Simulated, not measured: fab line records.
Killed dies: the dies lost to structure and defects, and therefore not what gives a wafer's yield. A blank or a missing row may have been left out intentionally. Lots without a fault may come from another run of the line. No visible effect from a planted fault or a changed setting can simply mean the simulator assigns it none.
Which of the tools did it? | flow n5Finfet | 69 wafers from 23 lots sampled at 4 of the route's 1938 steps

## WHAT THE GAUGES SHOWED, per wafer
N5_STI_FIN_REVEAL_CD_MEAS_22: target cd 6.238 nm, pitch 28 nm. Usual: cdNm reads 6.19 nm (standard deviation 0.24).
lot  | measured    | on       | cdNm (nm)      | flag
L074 | day 2 13:28 | cdSem-02 | 5.96 6.66 5.78 | 
L075 | day 2 18:47 | cdSem-01 | 6.73 6.16 6.07 | 
L076 | day 3 00:35 | cdSem-01 | 6.03 6.21 6.34 | 
L077 | day 3 07:44 | cdSem-03 | 6.17 6.43 6.77 | 
L078 | day 3 15:09 | cdSem-01 | 6.24 6.61 6.44 | 
L079 | day 3 20:10 | cdSem-01 | 6.46 5.96 6.29 | 
L080 | day 4 00:00 | cdSem-02 | 5.89 6.16 6.49 | 
L082 | day 4 13:35 | cdSem-03 | 5.89 5.99 6.35 | 
L083 | day 4 18:33 | cdSem-01 | 5.92 6.26 6.05 | 
L084 | day 5 00:57 | cdSem-01 | 5.93 6.54 6.36 | 
L085 | day 5 11:48 | cdSem-02 | 6.07 6.25 6.32 | 
L086 | day 5 15:40 | cdSem-02 | 6.07 6.01 6.26 | 
L087 | day 5 20:18 | cdSem-01 | 6.29 5.99 6.46 | 
L088 | day 6 02:22 | cdSem-02 | 6.54 6.26 6.17 | 
L089 | day 6 06:35 | cdSem-02 | 6.27 5.90 6.35 | 
L090 | day 6 13:36 | cdSem-01 | 5.89 5.94 5.83 | 
L091 | day 6 18:41 | cdSem-01 | 6.36 6.21 5.99 | 
L092 | day 7 01:37 | cdSem-02 | 6.43 6.59 6.45 | 
L093 | day 7 07:22 | cdSem-03 | 5.85 5.84 5.86 | 
L094 | day 7 13:20 | cdSem-02 | 6.43 6.00 6.39 | 
L095 | day 7 19:13 | cdSem-01 | 6.21 5.72 5.75 | 
L096 | day 8 00:55 | cdSem-03 | 6.50 6.17 5.85 | 
L097 | day 8 06:24 | cdSem-03 | 6.48 6.94 6.07 | 

N5_DUMMY_GATE_CD_MEAS_15: target cd 25.8 nm. Usual: cdNm reads 24.98 nm (standard deviation 0.24).
lot  | measured    | on       | cdNm (nm)         | flag
L074 | day 2 22:04 | cdSem-01 | 24.54 24.77 24.66 | 
L075 | day 3 03:40 | cdSem-03 | 24.76 25.05 25.34 | 
L076 | day 3 09:28 | cdSem-02 | 24.72 24.74 24.55 | 
L077 | day 3 16:53 | cdSem-01 | 24.78 24.67 25.36 | 
L078 | day 4 01:44 | cdSem-03 | 25.17 25.08 25.25 | 
L079 | day 4 05:39 | cdSem-02 | 25.48 25.08 25.03 | 
L080 | day 4 08:42 | cdSem-02 | 25.06 24.75 25.26 | 
L082 | day 4 22:22 | cdSem-01 | 24.82 24.84 25.06 | 
L083 | day 5 03:19 | cdSem-01 | 24.57 25.13 25.05 | 
L084 | day 5 10:53 | cdSem-02 | 25.07 24.92 25.10 | 
L085 | day 5 20:49 | cdSem-03 | 25.24 25.48 25.15 | 
L086 | day 6 00:22 | cdSem-02 | 24.77 25.28 24.92 | 
L087 | day 6 05:16 | cdSem-03 | 24.65 24.80 24.83 | 
L088 | day 6 12:57 | cdSem-02 | 24.99 24.91 24.77 | 
L089 | day 6 15:11 | cdSem-03 | 24.94 25.38 24.86 | 
L090 | day 6 22:41 | cdSem-01 | 25.01 24.97 24.96 | 
L091 | day 7 03:19 | cdSem-03 | 24.91 25.31 24.74 | 
L092 | day 7 12:11 | cdSem-03 | 25.21 25.02 24.83 | 
L093 | day 7 16:03 | cdSem-02 | 25.10 24.92 24.78 | 
L094 | day 7 23:58 | cdSem-01 | 25.01 24.68 25.14 | 
L095 | day 8 04:18 | cdSem-02 | 25.06 24.84 25.14 | 
L096 | day 8 11:35 | cdSem-01 | 24.58 24.75 24.92 | 
L097 | day 8 15:08 | cdSem-03 | 25.04 25.23 25.30 | 

## TOOL THAT RAN EACH LOT (tool first, then ch and the chambers of the sampled wafers, then the start)
lot  | N5_FIN_CUT_ETCH_21               | N5_FIN_CUT_CUT_ETCH_27
L074 | rieDiel-01 ch 1,2, day 2 03:16   | rieDiel-01 ch 1,2, day 2 03:40
L075 | rieDiel-01 ch 0,1,3, day 2 08:53 | rieDiel-01 ch 0,1,3, day 2 09:17
L076 | rieDiel-05 ch 2,3, day 2 14:10   | rieDiel-05 ch 2,3, day 2 14:33
L077 | rieDiel-05 ch 1,3, day 2 21:42   | rieDiel-05 ch 1,3, day 2 22:05
L078 | rieDiel-03 ch 0,3, day 3 04:22   | rieDiel-03 ch 0,3, day 3 04:45
L079 | rieDiel-01 ch 0,1, day 3 10:40   | rieDiel-01 ch 0,1, day 3 11:04
L080 | rieDiel-05 ch 1,2,3, day 3 14:34 | rieDiel-05 ch 1,2,3, day 3 14:57
L082 | rieDiel-01 ch 0,2, day 4 03:46   | rieDiel-01 ch 0,2, day 4 04:10
L083 | rieDiel-01 ch 0,2, day 4 08:35   | rieDiel-01 ch 0,2, day 4 08:59
L084 | rieDiel-03 ch 0,2,3, day 4 15:22 | rieDiel-03 ch 0,2,3, day 4 15:45
L085 | rieDiel-05 ch 0,2, day 4 23:54   | rieDiel-05 ch 0,2, day 5 00:17
L086 | rieDiel-05 ch 0,2,3, day 5 06:02 | rieDiel-05 ch 0,2,3, day 5 06:26
L087 | rieDiel-05 ch 1,2, day 5 10:47   | rieDiel-05 ch 1,2, day 5 11:10
L088 | rieDiel-03 ch 0,3, day 5 16:50   | rieDiel-03 ch 0,3, day 5 17:13
L089 | rieDiel-05 ch 0,1,2, day 5 21:05 | rieDiel-05 ch 0,1,2, day 5 21:28
L090 | rieDiel-03 ch 0,3, day 6 04:07   | rieDiel-03 ch 0,3, day 6 04:30
L091 | rieDiel-01 ch 0,3, day 6 09:09   | rieDiel-01 ch 0,3, day 6 09:32
L092 | rieDiel-01 ch 0,1,2, day 6 15:53 | rieDiel-01 ch 0,1,2, day 6 16:16
L093 | rieDiel-05 ch 1,2,3, day 6 21:28 | rieDiel-05 ch 1,2,3, day 6 21:52
L094 | rieDiel-05 ch 0,1,3, day 7 03:53 | rieDiel-05 ch 0,1,3, day 7 04:17
L095 | rieDiel-03 ch 0,2,3, day 7 09:30 | rieDiel-03 ch 0,2,3, day 7 09:53
L096 | rieDiel-05 ch 1,2, day 7 14:47   | rieDiel-05 ch 1,2, day 7 15:10
L097 | rieDiel-01 ch 2,3, day 7 20:43   | rieDiel-01 ch 2,3, day 7 21:06
- N5_FIN_CUT_ETCH_21: etches SOC in N2/H2, target depth 219 nm, overetch 43.8 nm, time 523.5 s.
- N5_FIN_CUT_CUT_ETCH_27: etches SiO2 in CHF3/O2, target depth 4 nm, overetch 2 nm, time 4.9 s.

## AS READ BY THE TOOLS THEMSELVES (means over the sampled wafers that have a number; for cases with no such wafer, the mark the record gives instead)
N5_FIN_CUT_ETCH_21. Usual: drypumpMotorCurrentA 5.8 A, standard deviation 0.63; oesProductAu 0.70 a.u., standard deviation 0.063; rfVppV 240.8 V, standard deviation 1.6; showerheadPlenumPTorr 2.54 Torr, standard deviation 0.1; throttleValvePct 17.83 %, standard deviation 0.24.
lot  | tool       | drypumpMotorCurrentA (A) | oesProductAu (a.u.) | rfVppV (V) | showerheadPlenumPTorr (Torr) | throttleValvePct (%) | flag
L074 | rieDiel-01 | 6.2                      | 0.69                | 241.6      | 2.57                         | 18.07                | 
L075 | rieDiel-01 | 5.6                      | 0.64                | 241.4      | 2.56                         | 17.86                | 
L076 | rieDiel-05 | 6.6                      | 0.73                | 240.0      | 2.46                         | 17.76                | 
L077 | rieDiel-05 | 6.5                      | 0.71                | 239.5      | 2.49                         | 17.92                | 
L078 | rieDiel-03 | 5.3                      | 0.70                | 240.5      | 2.54                         | 17.69                | 
L079 | rieDiel-01 | 5.9                      | 0.63                | 240.5      | 2.48                         | 17.92                | 
L080 | rieDiel-05 | 6.3                      | 0.69                | 240.0      | 2.48                         | 17.95                | 
L082 | rieDiel-01 | 6.1                      | 0.68                | 242.7      | 2.64                         | 18.05                | 
L083 | rieDiel-01 | 6.2                      | 0.69                | 242.7      | 2.65                         | 18.12                | 
L084 | rieDiel-03 | 5.3                      | 0.71                | 240.8      | 2.55                         | 17.65                | 
L085 | rieDiel-05 | 5.7                      | 0.74                | 240.5      | 2.46                         | 17.70                | 
L086 | rieDiel-05 | 5.9                      | 0.75                | 239.6      | 2.46                         | 17.70                | 
L087 | rieDiel-05 | 6.1                      | 0.65                | 240.0      | 2.49                         | 18.13                | 
L088 | rieDiel-03 | 5.3                      | 0.71                | 239.3      | 2.45                         | 17.66                | 
L089 | rieDiel-05 | 5.6                      | 0.71                | 239.8      | 2.48                         | 17.87                | 
L090 | rieDiel-03 | 5.3                      | 0.70                | 238.2      | 2.44                         | 17.68                | 
L091 | rieDiel-01 | 5.6                      | 0.64                | 241.3      | 2.62                         | 17.94                | 
L092 | rieDiel-01 | 6.1                      | 0.73                | 242.9      | 2.66                         | 17.91                | 
L093 | rieDiel-05 | 6.3                      | 0.68                | 240.2      | 2.47                         | 17.98                | 
L094 | rieDiel-05 | 5.8                      | 0.72                | 240.2      | 2.48                         | 17.87                | 
L095 | rieDiel-03 | 5.2                      | 0.68                | 240.6      | 2.54                         | 17.69                | 
L096 | rieDiel-05 | 6.1                      | 0.66                | 239.1      | 2.46                         | 18.01                | 
L097 | rieDiel-01 | 5.4                      | 0.64                | 241.9      | 2.62                         | 17.96                | 

N5_FIN_CUT_CUT_ETCH_27. Usual: CHF3_flow_sccm 50.00 sccm, standard deviation 0.14; drypumpMotorCurrentA 5.8 A, standard deviation 0.63; mfcArSccm 200.0 sccm, standard deviation 0.64; oesProductAu 0.60 a.u., standard deviation 0.054; rfVppV 522 V, standard deviation 4.8; showerheadPlenumPTorr 2.41 Torr, standard deviation 0.093; throttleValvePct 18.84 %, standard deviation 0.17.
lot  | tool       | CHF3_flow_sccm (sccm) | drypumpMotorCurrentA (A) | mfcArSccm (sccm) | oesProductAu (a.u.) | rfVppV (V) | showerheadPlenumPTorr (Torr) | throttleValvePct (%) | flag
L074 | rieDiel-01 | 50.19                 | 6.2                      | 200.0            | 0.59                | 520        | 2.43                         | 19.04                | 
L075 | rieDiel-01 | 49.91                 | 5.6                      | 200.0            | 0.56                | 522        | 2.42                         | 18.90                | 
L076 | rieDiel-05 | 49.87                 | 6.6                      | 200.5            | 0.62                | 516        | 2.33                         | 18.84                | 
L077 | rieDiel-05 | 49.98                 | 6.5                      | 199.5            | 0.61                | 519        | 2.35                         | 18.89                | 
L078 | rieDiel-03 | 50.17                 | 5.3                      | 200.7            | 0.60                | 525        | 2.41                         | 18.64                | 
L079 | rieDiel-01 | 50.08                 | 5.9                      | 199.7            | 0.55                | 520        | 2.35                         | 18.97                | 
L080 | rieDiel-05 | 49.97                 | 6.3                      | 199.5            | 0.59                | 520        | 2.35                         | 18.93                | 
L082 | rieDiel-01 | 49.95                 | 6.1                      | 200.7            | 0.58                | 526        | 2.49                         | 19.01                | 
L083 | rieDiel-01 | 50.11                 | 6.2                      | 200.0            | 0.59                | 524        | 2.50                         | 19.05                | 
L084 | rieDiel-03 | 49.96                 | 5.2                      | 200.5            | 0.61                | 524        | 2.41                         | 18.65                | 
L085 | rieDiel-05 | 49.98                 | 5.7                      | 199.5            | 0.63                | 518        | 2.33                         | 18.82                | 
L086 | rieDiel-05 | 49.94                 | 5.9                      | 199.5            | 0.65                | 518        | 2.34                         | 18.78                | 
L087 | rieDiel-05 | 49.95                 | 6.1                      | 200.1            | 0.56                | 524        | 2.35                         | 19.00                | 
L088 | rieDiel-03 | 49.88                 | 5.2                      | 199.7            | 0.61                | 524        | 2.32                         | 18.63                | 
L089 | rieDiel-05 | 49.95                 | 5.6                      | 200.4            | 0.62                | 522        | 2.35                         | 18.86                | 
L090 | rieDiel-03 | 49.75                 | 5.3                      | 199.7            | 0.61                | 523        | 2.32                         | 18.65                | 
L091 | rieDiel-01 | 50.02                 | 5.6                      | 200.4            | 0.54                | 524        | 2.47                         | 18.94                | 
L092 | rieDiel-01 | 50.04                 | 6.1                      | 200.0            | 0.63                | 524        | 2.51                         | 18.91                | 
L093 | rieDiel-05 | 49.89                 | 6.3                      | 199.5            | 0.58                | 520        | 2.34                         | 18.95                | 
L094 | rieDiel-05 | 50.09                 | 5.8                      | 199.9            | 0.62                | 521        | 2.35                         | 18.86                | 
L095 | rieDiel-03 | 49.88                 | 5.3                      | 200.1            | 0.59                | 523        | 2.41                         | 18.68                | 
L096 | rieDiel-05 | 49.98                 | 6.1                      | 199.5            | 0.57                | 521        | 2.33                         | 18.99                | 
L097 | rieDiel-01 | 50.03                 | 5.4                      | 199.5            | 0.55                | 521        | 2.49                         | 18.96                | 

## THE ANSWER, worked out from the rows above alone
Rule: a lot is off if the mean of its wafers that have a number lies more than 3 standard deviations from the usual mean. A lot without any number at a reading at which 4 lots or more have one is off too. Where the step has rows for the other lots, those lots are counted as sound. Order of review: gauges by route order, followed by the tools' own readings, for which a lot's mean as printed above is used. At the first step where some lot is off, the reading lying furthest off is the one used; lots without a number count as furthest.
No lot is off at any reading shown: from this, nothing can be told.

## WHAT THE SIMULATOR PUT IN
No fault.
